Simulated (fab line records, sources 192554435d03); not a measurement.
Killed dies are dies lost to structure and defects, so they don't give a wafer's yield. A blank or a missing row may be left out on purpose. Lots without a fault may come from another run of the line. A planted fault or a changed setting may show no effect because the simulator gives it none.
fab line records | flow n5_finfet
record lots=4 wafers=12 last_day=18
route steps=1938 shown BEOL_M5@1151 PASSIVATION@1936
lots that met no fault: from a run of the same line without faults
start_h: hours from the record's first day to the start of the lot's first wafer shown | wait_h: hours since the lot's step before | " the same as in the row above | L1.1+2: a row that stands for several wafers | - no value, or no start given | * or withheld: withheld | < > ~ a bound
route shown NAME@n: a module of which the file shows steps, and the number in the route of the first | usual: mean/standard deviation of fault-free wafers | same: alike in all rows | chamber/n: place in a boat | sites: the reading at each site | _std_site: their standard deviation | _edge_site: outer sites' mean less inner sites' | radius_mm: how far each site lies from the wafer's centre | mask NAME#n: copy n | behind: the tool/chamber that last shaped the wafer | hold: why the lot was held/for how many hours/how that ended | device: the transistor (n, p or np) that didn't switch | end of line: the same wafers' tests at the end of the route | a step without rows: its recipe alone | killed: dies lost to structure and defects at the first sort, not the wafer's yield | map: a wafer's dies, x killed, . not, _ none there
set.NAME: the setting as run; set.NAME@STEP: as run at that earlier step | model.NAME: the simulator's own value behind a step, which no gauge read
lots at some steps of the route; a table a step, a row a wafer
services: from which hour (start_h, from the record's first day; less than 0 if before it) a tool's chamber was out of use, for how many hours, and why
## steps
# step N5_BEOL_M5_DESCUM_33
# recipe chemistry=O2 time_s=7 source_power_w=50 bias_power_w=20 pressure_mtorr=20 rf_frequency_hz=2.712e+07 temp_c=40 resist=CAR-EUV o2_flow_sccm=225
# step N5_BEOL_M5_ETCH_75
# recipe chemistry=N2/H2 target=underlayer target_depth_a=65 mask_material=CAR-EUV time_s=5.2 ion_energy_ev=200 pressure_mtorr=30 source_w=840 bias_w=150 n2_flow_sccm=200 h2_flow_sccm=200 ends=cleared
# step N5_BEOL_M5_ETCH_67
# recipe chemistry=CF4 target=SiARC target_depth_a=156 mask_material=CAR-EUV time_s=26 ion_energy_ev=80 pressure_mtorr=40 source_w=545 bias_w=36 Ar_flow_sccm=100 cf4_flow_sccm=100 ends=cleared
# step N5_BEOL_M5_ETCH_68
# recipe chemistry=N2/H2 target=SOC target_depth_a=800 overetch_a=160 mask_material=SiARC temp_c=40 time_s=120 ion_energy_ev=200 pressure_mtorr=30 source_w=840 bias_w=150 n2_flow_sccm=200 h2_flow_sccm=200
# step N5_BEOL_M5_STRIP_69
# recipe chemistry=N2/H2 temp_c=40 n2_flow_sccm=200 h2_flow_sccm=200 rf_frequency_hz=6e+07
# step N5_BEOL_M5_STRIP_76
# recipe chemistry=N2/H2 temp_c=40 n2_flow_sccm=200 h2_flow_sccm=200 rf_frequency_hz=6e+07
# step N5_BEOL_M5_VIA_ETCH_34
# recipe chemistry=C4F6/O2 target=SiCOH_lowk target_depth_a=883 mask_material=SOC taper_deg=4 time_s=39.2 ion_energy_ev=250 pressure_mtorr=30 source_w=345 bias_w=185 Ar_flow_sccm=300 C4F6_flow_sccm=10 O2_flow_sccm=10
# step N5_BEOL_M5_STRIP_85
# recipe chemistry=C4F6/O2 resist=SiARC rf_frequency_hz=6e+07
# step N5_BEOL_M5_STRIP_36
# recipe chemistry=N2/H2 power_w=450 temp_c=40 pressure_mtorr=20 rf_frequency_hz=6e+07 overash_fraction=0.3 bias_power_w=7 h2_frac=0.5 n2_flow_sccm=200 h2_flow_sccm=200
# step N5_BEOL_M5_TRENCH_ETCH_37
# recipe chemistry=C4F6/O2 target_depth_a=716.52 target=SiCOH_lowk time_s=24.7 ion_energy_ev=250 pressure_mtorr=30 source_w=345 bias_w=185 Ar_flow_sccm=300 C4F6_flow_sccm=10 O2_flow_sccm=10
# usual chamber_pressure_mTorr=30.001/0.027 drypump_motor_current_A=5.85/0.27 oes_product_au=0.76/0.088 rf_vpp_V=665/9.3 showerhead_plenum_p_Torr=2.86/0.093 throttle_valve_pct=21.01/0.23
# columns lot.wafer tool chamber start_h wait_h chamber_pressure_mTorr drypump_motor_current_A oes_product_au rf_hours_counter_h rf_vpp_V showerhead_plenum_p_Torr throttle_valve_pct
L383.1 rie_diel-06 2 241.99 - 30.031 5.98 0.71 188 647 2.83 20.90
L383.2 " 0 " " 30.048 5.86 0.86 41 661 2.79 20.80
L383.5 " 1 " " 30.020 5.75 0.69 - 644 2.92 21.11
L394.1 rie_diel-06 1 290.91 - 30.026 5.74 0.68 246 643 2.91 21.13
L394.4 " 0 " " 29.991 5.86 0.83 55 663 2.78 20.81
L394.5 " 3 " " 29.992 5.90 0.87 - 660 2.78 21.10
L395.4 rie_diel-02 3 314.38 - 30.020 5.84 0.93 13 667 2.91 20.90
L395.5 " 2 " " 29.997 5.44 0.68 - 667 2.95 21.30
L395.6 " 1 " " 30.038 6.34 0.71 - 679 2.95 21.00
L396.1 rie_diel-06 3 323.03 - 30.010 5.87 0.86 45 661 2.77 21.12
L396.5 " 2 " " 29.990 5.97 0.70 - 648 2.82 20.95
L396.6 " 0 " " 30.013 5.86 0.82 - 662 2.78 20.82
# step N5_BEOL_M5_ETCH_41
# recipe chemistry=CH3F/O2 target=SiCN target_depth_a=315 taper_deg=2 time_s=56.7 ion_energy_ev=120 mask_material=TiN pressure_mtorr=30 source_w=395 bias_w=75 Ar_flow_sccm=150 CH3F_flow_sccm=30 O2_flow_sccm=20
# step N5_BEOL_M5_STRIP_91
# recipe chemistry=N2/H2 time_s=10 power_w=450 temp_c=40 pressure_mtorr=20 rf_frequency_hz=6e+07 bias_power_w=7 n2_flow_sccm=200 h2_flow_sccm=200
# step N5_BEOL_M5_HM_STRIP_39
# recipe chemistry=peroxide_tin_strip material=TiN target_depth_a=250 temp_c=50 time_s=158
# step N5_BEOL_M5_SRD_40
# recipe time_s=30 temp_c=23 rinse_liquid=diw dry=ipa_marangoni
# step N5_BEOL_M5_PRECLEAN_42
# recipe chemistry=residue_remover time_s=60 temp_c=40
# step N5_BEOL_M5_SRD_43
# recipe time_s=30 temp_c=23 rinse_liquid=diw dry=ipa_marangoni
# step N5_BEOL_M5_CURE_80
# recipe temp_c=370 time_s=120 ambient=DMADMS/He material=SiCOH_lowk
# step N5_BEOL_M5_DEGAS_44
# recipe ambient=vacuum temp_c=250 time_s=60
# step N5_BEOL_M5_PRE_CLEAN_45
# recipe gas=H2/He time_s=30 temp_c=250
# step N5_BEOL_M5_ALD_86
# recipe material=TaN target_thk_a=* temp_c=275 ald_precursor_family=PDMAT ald_co_reactant=NH3 pressure_torr=3 carrier_flow_sccm=1500 pulse_time_s=2 purge_time_s=3 co_reactant_purge_time_s=2 co_reactant_pulse_time_s=3 ald_cycles=30 precursor_vessel_temp_c=75 precursor_vessel_pressure_torr=26.25 precursor_vessel_carrier_sccm=1000
# step N5_BEOL_M5_SURFACE_TREAT_87
# recipe gas=Ar time_s=* ion_energy_ev=* ion_current_ma_cm2=0.5 pressure_mtorr=* ar_flow_sccm=30
# step N5_BEOL_M5_CVD_47
# recipe material=Co target_thk_a=30 temp_c=withheld precursor=CCTBA/H2 pressure_torr=30 time_s=216
# step N5_BEOL_M5_SPUTTER_48
# recipe material=Cu target_thk_a=150 temp_c=-20 chamber_pressure_pa=0.07 power_w=withheld time_s=27.62
# step N5_BEOL_M5_ANNEAL_49
# recipe temp_c=400 time_s=1800 ambient=vacuum
# step N5_BEOL_M5_SPUTTER_81
# recipe material=Cu target_thk_a=150 temp_c=-20 chamber_pressure_pa=0.07 power_w=withheld time_s=27.62
# step N5_BEOL_M5_ANNEAL_82
# recipe temp_c=400 time_s=1800 ambient=vacuum
# step N5_BEOL_M5_SPUTTER_83
# recipe material=Cu target_thk_a=150 temp_c=-20 chamber_pressure_pa=0.07 power_w=withheld time_s=27.62
# step N5_BEOL_M5_ANNEAL_84
# recipe temp_c=400 time_s=1800 ambient=vacuum
# step N5_BEOL_M5_SPUTTER_88
# recipe material=Cu target_thk_a=150 temp_c=-20 chamber_pressure_pa=0.07 power_w=withheld time_s=27.62
# step N5_BEOL_M5_ANNEAL_89
# recipe temp_c=400 time_s=1800 ambient=vacuum
# step N5_BEOL_M5_SPUTTER_90
# recipe material=Cu target_thk_a=45 temp_c=-20 chamber_pressure_pa=0.07 power_w=withheld time_s=8.29
# step N5_BEOL_M5_ECD_50
# recipe material=Cu target_thk_a=3000
# step N5_BEOL_M5_ANNEAL_51
# recipe temp_c=225 time_s=90 ambient=N2
# step N5_BEOL_M5_CMP_52
# recipe stop_on=SiCOH_lowk t_overpolish_s=6.9 down_force_psi=1 platen_rpm=50 clearing_platen_down_force_psi=1.5 clearing_platen_rpm=50 post_cmp_clean=cu_alkaline target_thk_nm=62 clearing_platen_pad_velocity_m_s=0.99484 pad_velocity_m_s=0.99484
# step N5_BEOL_M5_PRE_CLEAN_77
# recipe gas=NH3/H2 time_s=15 temp_c=* rf_power_w=300
# step N5_BEOL_M5_CO_CAP_78
# recipe material=Co target_thk_a=20 temp_c=200 precursor=CCTBA/H2 pressure_torr=30 time_s=102.1
# step N5_PASSIVATION_PROBE_49
# usual defect_limited_yield=91.0/1.4 killed_at_M0_to_M3=36/10 killed_at_M4_up=15/5 killed_at_contacts=12/6.1 killed_at_front_end=40/13 killed_at_other=3.8/2.9 killed_dies=106/16 killed_on_rim=14/4.1 killed_open=68/12 killed_short=35/8.2 sort_bin_5_function=5.2/0.9 sort_bin_6_memory=3.4/0.71 sort_bin_8_speed=0.0/0.46 sort_n_pass=1073/17 sort_yield_pct=91.0/1.5
# same gross_dies=1180 killed_at_back_side=0 sort_bin_4_leakage[%]=0
# columns lot.wafer tool chamber start_h wait_h defect_limited_yield[%] killed_at_M0_to_M3 killed_at_M4_up killed_at_contacts killed_at_front_end killed_at_other killed_dies killed_on_rim killed_open killed_short sort_bin_5_function[%] sort_bin_6_memory[%] sort_bin_8_speed[%] sort_n_pass sort_yield_pct[%]
L383.1 prober-01 - 375.68 0.2 90.3 35 16 4 53 7 115 14 70 39 5.2 4.0 0 1065 90.3
L383.2 prober-01 - 375.73 0.3 91.7 33 9 0 54 2 98 13 65 32 5.1 2.9 0 1082 91.7
L383.5 prober-01 - 375.88 0.4 89.4 35 25 4 54 7 125 21 71 46 5.5 4.0 0.1 1054 89.3
L394.1 prober-01 - 391.47 0.0 93.9 23 8 12 27 2 72 10 39 28 3.2 2.2 0 1108 93.9
L394.4 prober-01 - 391.62 0.2 83.1 34 122 11 28 4 199 27 54 34 10.2 4.1 0 981 83.1
L394.5 prober-01 - 391.67 0.2 90.5 42 13 16 33 8 112 13 73 38 5.5 3.7 0 1068 90.5
L395.4 prober-01 - 413.02 0.2 88.1 57 14 14 51 4 140 15 94 45 8.6 3.0 0 1040 88.1
L395.5 prober-01 - 413.07 0.2 90.8 42 24 10 29 4 109 21 65 37 4.7 4.1 0 1071 90.8
L395.6 prober-01 - 413.12 0.3 91.2 24 7 13 53 7 104 16 72 30 5.0 3.4 0 1076 91.2
L396.1 prober-02 - 428.97 0.0 91.4 43 10 3 43 3 102 17 67 29 4.9 3.4 0 1078 91.4
L396.5 prober-02 - 429.17 0.2 89.1 38 15 13 59 4 129 29 88 32 6.9 3.2 0 1051 89.1
L396.6 prober-02 - 429.22 0.3 81.7 35 113 10 47 11 216 22 65 45 11.7 4.4 0 964 81.7
# killed by level:class
L383.1 STI_FIN_REVEAL:geometric_particle:open=19 BEOL_M0_SAQP:geometric_particle:open=9 BEOL_M4:geometric_particle:open=8 FIN_SAQP:geometric_particle:short=6 STI_FIN_REVEAL:geometric_particle:short=6 BEOL_M1:geometric_particle:open=5 BEOL_M2:geometric_particle:open=5 BEOL_M0_SAQP:geometric_particle:short=4
L383.2 STI_FIN_REVEAL:geometric_particle:open=29 BEOL_M0_SAQP:geometric_particle:short=8 BEOL_M1:geometric_particle:open=6 DUMMY_GATE:geometric_particle:open=5 BEOL_M0_SAQP:geometric_particle:open=5 FIN_SAQP:geometric_particle:short=4 BEOL_M1:geometric_particle:short=4 STI_FIN_REVEAL:geometric_particle:short=3
L383.5 FIN_SAQP:geometric_particle:short=11 BEOL_M4:geometric_particle:open=11 STI_FIN_REVEAL:geometric_particle:open=10 BEOL_M0_SAQP:geometric_particle:open=8 BEOL_M2:geometric_particle:open=8 HKMG_FIN:area_etch=8 BEOL_M0_SAQP:geometric_particle:short=6 BEOL_M1:geometric_particle:open=6
L394.1 MOL_CONTACT_COAG:geometric_particle:open=9 BEOL_M2:geometric_particle:open=6 FIN_SAQP:geometric_particle:short=5 DUMMY_GATE:geometric_particle:open=5 BEOL_M0_SAQP:geometric_particle:short=5 GATE_CUT:geometric_particle:short=4 BEOL_M3:geometric_particle:open=4 MOL_CONTACT_COAG:geometric_particle:short=3
L394.4 BEOL_M5:unspecified=110 FIN_SAQP:geometric_particle:open=12 FIN_SAQP:geometric_particle:short=11 MOL_CONTACT_COAG:geometric_particle:open=8 BEOL_M0_SAQP:geometric_particle:open=8 BEOL_M0_SAQP:geometric_particle:short=7 BEOL_M2:geometric_particle:open=5 BEOL_M3:geometric_particle:open=5
L394.5 BEOL_M3:geometric_particle:open=13 MOL_CONTACT_COAG:geometric_particle:open=10 FIN_SAQP:geometric_particle:short=9 BEOL_M0_SAQP:geometric_particle:short=8 BEOL_M2:geometric_particle:open=7 MOL_CONTACT_COAG:geometric_particle:short=6 MIM_TOP:geometric_particle:short=6 FIN_SAQP:geometric_particle:open=5
L395.4 FIN_SAQP:geometric_particle:open=18 BEOL_M0_SAQP:geometric_particle:short=15 BEOL_M0_SAQP:geometric_particle:open=15 FIN_SAQP:geometric_particle:short=13 BEOL_M2:geometric_particle:open=11 MOL_CONTACT_COAG:geometric_particle:open=10 BEOL_M1:geometric_particle:open=9 STI_FIN_REVEAL:geometric_particle:open=6
L395.5 BEOL_M0_SAQP:geometric_particle:open=13 BEOL_M0_SAQP:geometric_particle:short=13 MOL_CONTACT_COAG:geometric_particle:open=9 BEOL_M4:geometric_particle:open=8 FIN_SAQP:geometric_particle:short=6 BEOL_M1:geometric_particle:open=6 FIN_SAQP:geometric_particle:open=5 BEOL_M6:geometric_particle:open=5
L395.6 FIN_SAQP:geometric_particle:short=12 FIN_SAQP:geometric_particle:open=12 MOL_CONTACT_COAG:geometric_particle:open=11 BEOL_M0_SAQP:geometric_particle:open=10 DUMMY_GATE:geometric_particle:open=7 BEOL_M3:geometric_particle:open=6 GATE_CUT:geometric_particle:open=5 STI_FIN_REVEAL:geometric_particle:open=4
L396.1 STI_FIN_REVEAL:geometric_particle:open=13 STI_FIN_REVEAL:geometric_particle:short=8 BEOL_M2:geometric_particle:open=8 BEOL_M0_SAQP:geometric_particle:short=7 BEOL_M0_SAQP:geometric_particle:open=7 STARTING-WAFER:geometric_particle:open=7 BEOL_M3:geometric_particle:open=5 BEOL_M1:geometric_particle:open=4
L396.5 STI_FIN_REVEAL:geometric_particle:open=20 MOL_CONTACT_COAG:geometric_particle:open=12 BEOL_M2:geometric_particle:open=11 FIN_SAQP:geometric_particle:open=10 FIN_SAQP:geometric_particle:short=9 BEOL_M0_SAQP:geometric_particle:open=8 BEOL_M3:geometric_particle:open=6 STI_FIN_REVEAL:geometric_particle:short=5
L396.6 BEOL_M5:unspecified=101 BEOL_M0_SAQP:geometric_particle:short=18 STI_FIN_REVEAL:geometric_particle:open=17 FIN_SAQP:geometric_particle:short=11 BEOL_M0_SAQP:geometric_particle:open=11 BEOL_M4:geometric_particle:open=7 FIN_SAQP:geometric_particle:open=6 MOL_CONTACT_COAG:geometric_particle:open=6
# map L394.4 (x killed, . not)
_________________............________________
______________........x........._____________
___________xx..x...x...............__________
__________.xx.x..xx...x........x...._________
________xxxxxxxx......x.x.x.....x....._______
_______xxxxxxx.............x...........______
______.xxxxxxxxxx.....................x._____
_____xxxxxxxxxxxx.x.....................x____
____xxxxxxxxxxxx..x.......................___
___xxxxxxxxxxxxx.x.........x..............x__
___..xxxxxxxxxxxxx.........................__
__..x.xxxxxxxxxx.x..x..........x......x....._
__..x.xxxxxx.xxxx..........................._
_.x...x.xxxx.xx.......x.x......x.....x......x
_x............x.........x..............x.x...
_x.x...........x.................xx..........
_.x..........................................
_...........x..x...................x.........
_.....x....xx...x.................x..........
_.........................x..................
_.x......x.......x.xx......x.......x.........
__...........................x.............._
__.........................xx.x....x........_
___...........x....x....x..x.......x.......__
___...........x.........x.......x..........__
____.............x.......x....x...........___
_____.....x..x..........................x____
______...x...........x.................._____
_______.x..x..................x.....x..______
________.x....................x..x...._______
__________.....x.............x......_________
___________..........x..x..........__________
______________.........x........_____________
_________________...x........________________
# map L396.6 (x killed, . not)
_________________....x.x.....________________
______________........x.x.x....._____________
___________....x...x...............__________
__________x..............x.........._________
________xxxxx.x.x..x.x.x...x.......x.._______
_______xxxxxxxxx..xx....x.x............______
______xxxxxxxxxxx.xx...................._____
_____xxxxxxxxxxx.x.......................____
____.xxxxxxxxxxxxxx....x..................___
___.xxxxxxxxxxxx..x.....x............x.....__
___..xxxxxxxxxxxx..x.......x.x.............__
__x...xxxxxxxxxx............x...x..........._
__....xxxxxxxx..x.............x....x........_
_......x..xx.xx............x.................
_........x...............x.xx..x.............
_...x.........x.x.........x.........x........
_.......x...x...x...............x...x........
_....x.............x.................x.......
_............x................xxx.x..x.......
_..x.x...x.............x....................x
_x...x.......x.............xxx.x.......x.....
__...x..x..x...x.x..xx.............x.x..x..._
__...x..........................x....x....x._
___....x.x..............xx.................__
___...............x.......x.......x.x......__
____.....x.....x..x..x....................___
_____.....................x.....x....x...____
______................x..x.....x..x.x.x._____
_______................................______
________...............x......x......._______
__________.........x..............x._________
___________....xxx.................__________
______________......x....x...x.._____________
_________________............________________
## services
# columns tool chamber start_h hours kind
rie_diel-02 3 245.46 - clean
rie_diel-02 3 245.46 - consumable_replace:esc
rie_diel-02 3 245.46 - consumable_replace:focus_ring
rie_diel-02 3 245.46 23.3 scheduled_down
rie_diel-02 3 245.46 23.3 vent_cycle
rie_diel-06 - 256.20 0.5 repair
rie_diel-02 2 274.36 2.9 repair
rie_diel-06 1 295.03 8.2 repair
rie_diel-06 1 311.64 - clean
rie_diel-06 1 311.64 - consumable_replace:focus_ring
rie_diel-06 1 311.64 15.2 scheduled_down
rie_diel-06 1 311.64 15.2 vent_cycle
## key
first_sign step=N5_PASSIVATION_PROBE_49 reading=killed_at_M4_up direction=up sigmas=21 usual=15 struck=118
effect step=N5_PASSIVATION_PROBE_49 reading=defect_limited_yield direction=down sigmas=6.2 usual=91.0 struck=82.4
more_kills_born_at N5_BEOL_M5_TRENCH_ETCH_37@rie_diel-06=211
met_at N5_BEOL_M5_TRENCH_ETCH_37
struck_wafers L394.4,L396.6
onset_between 241.99 290.91
fault kind=chamber_particle_source tool=rie_diel-06 chamber=0 onset_h=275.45 steps=N5_BEOL_M5_TRENCH_ETCH_37 rate_per_visit_cm2=0.64957 end_h=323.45
